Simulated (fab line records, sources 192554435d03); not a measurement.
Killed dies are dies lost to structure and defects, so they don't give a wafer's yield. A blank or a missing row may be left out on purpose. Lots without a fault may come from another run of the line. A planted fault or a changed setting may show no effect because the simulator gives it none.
fab line records | flow n5_finfet
record lots=7 wafers=39
route steps=1938 shown FIN_SAQP@102 DUMMY_GATE@237 SD_EPI_P@308 HKMG_FIN@413 MOL_CONTACT_COAG@531 BEOL_M4@1111
start_h: hours from the record's first day to the start of the lot's first wafer shown | wait_h: hours since the lot's step before | " the same as in the row above | L1.1+2: a row that stands for several wafers | - no value, or no start given | * or withheld: withheld | < > ~ a bound
route shown NAME@n: a module of which the file shows steps, and the number in the route of the first | usual: mean/standard deviation of fault-free wafers | same: alike in all rows | chamber/n: place in a boat | sites: the reading at each site | _std_site: their standard deviation | _edge_site: outer sites' mean less inner sites' | radius_mm: how far each site lies from the wafer's centre | mask NAME#n: copy n | behind: the tool/chamber that last shaped the wafer | hold: why the lot was held/for how many hours/how that ended | device: the transistor (n, p or np) that didn't switch | end of line: the same wafers' tests at the end of the route | a step without rows: its recipe alone | killed: dies lost to structure and defects at the first sort, not the wafer's yield | map: a wafer's dies, x killed, . not, _ none there
set.NAME: the setting as run; set.NAME@STEP: as run at that earlier step | model.NAME: the simulator's own value behind a step, which no gauge read
lots whose settings were changed on purpose; a table a step, a row a wafer
## steps
# step N5_FIN_SAQP_HM_DEP_72
# recipe material=SiO2 target_thk_a=120 temp_c=400 precursor=SiH4/N2O pressure_torr=0.75 rf_w=275 time_s=7.2
# step N5_DUMMY_GATE_ETCH_37
# recipe chemistry=N2/H2 target=SOC target_depth_a=600 overetch_a=300 temp_c=40 ion_energy_ev=200 pressure_mtorr=30 source_w=840 bias_w=150 n2_flow_sccm=200 h2_flow_sccm=200
# step N5_SD_EPI_P_ETCH_37
# recipe chemistry=N2/H2 target=SOC overetch_a=1080 mask_material=SiARC temp_c=40 ion_energy_ev=100 source_w=3000 bias_w=133 pressure_mtorr=20 time_s=486 n2_flow_sccm=200 h2_flow_sccm=200 ends=end_point
# step N5_SD_EPI_P_ETCHBACK_46
# recipe chemistry=CH3F/O2 mode=anisotropic_etchback target=SiNx target_depth_a=175 stop_on=SiO2 over_etch_frac=0.3 ion_energy_ev=120 pressure_mtorr=30 source_w=395 bias_w=73 Ar_flow_sccm=150 CH3F_flow_sccm=30 O2_flow_sccm=20
# step N5_HKMG_FIN_CVD_62
# recipe material=a-Si target_thk_a=30 temp_c=500 precursor=Si2H6 pressure_torr=1 time_s=20.8
# step N5_HKMG_FIN_ALD_91
# recipe material=TiN target_thk_a=10 temp_c=400 ald_precursor_family=TiCl4 ald_co_reactant=NH3 pulse_time_s=1 purge_time_s=3 co_reactant_purge_time_s=2 co_reactant_pulse_time_s=2 ald_cycles=47 pressure_torr=3
# step N5_MOL_CONTACT_COAG_ETCH_105
# recipe chemistry=CF4 target=SiARC target_depth_a=156 mask_material=CAR-EUV time_s=26 ion_energy_ev=80 pressure_mtorr=40 source_w=545 bias_w=36 Ar_flow_sccm=100 cf4_flow_sccm=100 ends=cleared
# step N5_BEOL_M4_RC_MEAS_101
# usual IOFF_N_LONG=5.58e-05/2.4e-06 VT_N_LONG=274.5/2
# columns lot.wafer tool chamber start_h wait_h set.target_thk_a@FIN_SAQP_HM_DEP_72 set.source_w@DUMMY_GATE_ETCH_37 set.source_w@SD_EPI_P_ETCH_37 set.over_etch_frac@SD_EPI_P_ETCHBACK_46 set.target_thk_a@HKMG_FIN_CVD_62 set.temp_c@HKMG_FIN_ALD_91 set.bias_w@MOL_CONTACT_COAG_ETCH_105 IOFF_N_LONG[nA/um] VT_N_LONG[mV]
L077.1 prober-01 0 189.07 0.0 125 840 3000 0.3 30 400 36 5.66e-05 276.0
L077.2 " 0 " " 125 995.6 2478 0.3 30 400 36 5.72e-05 274.2
L077.3 " 0 " " 120 995.6 3000 0.3 30 400 36 5.67e-05 275.6
L077.4 " 0 " " 125 840 3000 0.2892 30 400 36 5.58e-05 273.2
L077.5 " 0 " " 120 840 2478 0.2892 30 400 36 5.56e-05 273.3
L077.6 " 0 " " 120 995.6 2478 0.2892 30 400 36 5.6e-05 274.7
L078.1 prober-01 0 190.00 0.5 112.2 840 3000 0.2825 30 400 36 5.49e-05 274.9
L078.2 " 0 " " 120 840 3000 0.3 30 400 36 5.45e-05 279.4
L078.3 " 0 " " 112.2 840 3000 0.3 30 410.8 36 4.94e-05 280.4
L078.4 " 0 " " 120 840 3000 0.2825 30 410.8 36 4.83e-05 280.8
L078.5 " 0 " " 112.2 840 3000 0.2825 30 400 36 5.5e-05 276.0
L078.6 " 0 " " 120 840 3000 0.3 30 410.8 36 4.99e-05 280.5
L080.1 prober-02 0 214.00 0.0 120 937.9 3000 0.3 25.72 400 36 5.54e-05 276.5
L080.2 " 0 " " 120 937.9 3474 0.3 30 414 36 4.83e-05 280.4
L080.3 " 0 " " 120 840 3000 0.3183 25.72 414 31.23 4.67e-05 281.7
L080.4 " 0 " " 120 840 3000 0.3183 30 400 36 5.38e-05 275.0
L080.5 " 0 " " 120 840 3474 0.3 25.72 400 31.23 5.59e-05 276.1
L080.6 " 0 " " 120 937.9 3474 0.3183 30 414 31.23 4.69e-05 280.4
L086.1 prober-02 0 242.43 0.0 103.8 840 3000 0.3174 32.17 400 36 5.45e-05 277.7
L086.2 " 0 " " 103.8 787.7 3000 0.3 30 400 36 5.64e-05 276.1
L086.3 " 0 " " 120 787.7 3000 0.3174 32.17 409.3 31.09 5.01e-05 281.4
L086.4 " 0 " " 103.8 840 3000 0.3 30 409.3 31.09 5.03e-05 278.5
L086.5 " 0 " " 120 840 3000 0.3174 30 400 31.09 5.61e-05 275.7
L086.6 " 0 " " 120 787.7 3000 0.3 32.17 409.3 36 5.12e-05 281.9
L091.1 prober-01 0 270.67 0.0 120 840 2682 0.3083 30 415.8 36 4.77e-05 283.3
L091.2 " 0 " " 127.9 840 3000 0.3 30 400 36 5.47e-05 273.5
L091.3 " 0 " " 120 840 3000 0.3 30 415.8 40.92 4.82e-05 279.5
L091.4 " 0 " " 120 840 2682 0.3083 30 400 40.92 5.63e-05 270.8
L091.5 " 0 " " 127.9 840 2682 0.3 30 400 36 5.51e-05 273.2
L091.6 " 0 " " 127.9 840 3000 0.3083 30 415.8 40.92 4.85e-05 277.0
L094.1 prober-01 0 292.03 0.0 120 840 3000 0.3 28.09 400 36 5.66e-05 274.3
L094.2 " 0 " " 129.7 748.8 2683 0.3 28.09 412.4 36 5e-05 279.7
L094.3 " 0 " " 120 840 2683 0.3 28.09 400 29.6 5.57e-05 274.4
L094.4 " 0 " " 129.7 840 3000 0.3 30 412.4 29.6 5.05e-05 278.0
L094.5 " 0 " " 129.7 748.8 3000 0.3 30 400 36 5.62e-05 273.7
L094.6 " 0 " " 120 748.8 2683 0.3 30 412.4 29.6 4.95e-05 278.6
L097.1 prober-02 0 301.45 0.0 120 840 3000 0.3 30 400 36 5.79e-05 272.4
L097.3 " 0 " " 120 840 3000 0.3 30 400 36 5.81e-05 274.6
L097.5 " 0 " " 120 840 3000 0.3 30 400 36 5.8e-05 276.5
## key
split step=N5_FIN_SAQP_HM_DEP_72 setting=target_thk_a stated_as=120
response none clear
split step=N5_DUMMY_GATE_ETCH_37 setting=source_w stated_as=840
response none clear
split step=N5_SD_EPI_P_ETCH_37 setting=source_w stated_as=3000
response none clear
split step=N5_SD_EPI_P_ETCHBACK_46 setting=over_etch_frac stated_as=0.3
response none clear
split step=N5_HKMG_FIN_CVD_62 setting=target_thk_a stated_as=30
response none clear
split step=N5_HKMG_FIN_ALD_91 setting=temp_c stated_as=400
response step=N5_BEOL_M4_RC_MEAS_101 reading=IOFF_N_LONG slope=-1.98e-06 per=1% together_with=all explained=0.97
response step=N5_BEOL_M4_RC_MEAS_101 reading=VT_N_LONG slope=+1.6 per=1% together_with=all explained=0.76
split step=N5_MOL_CONTACT_COAG_ETCH_105 setting=bias_w stated_as=36
response none clear
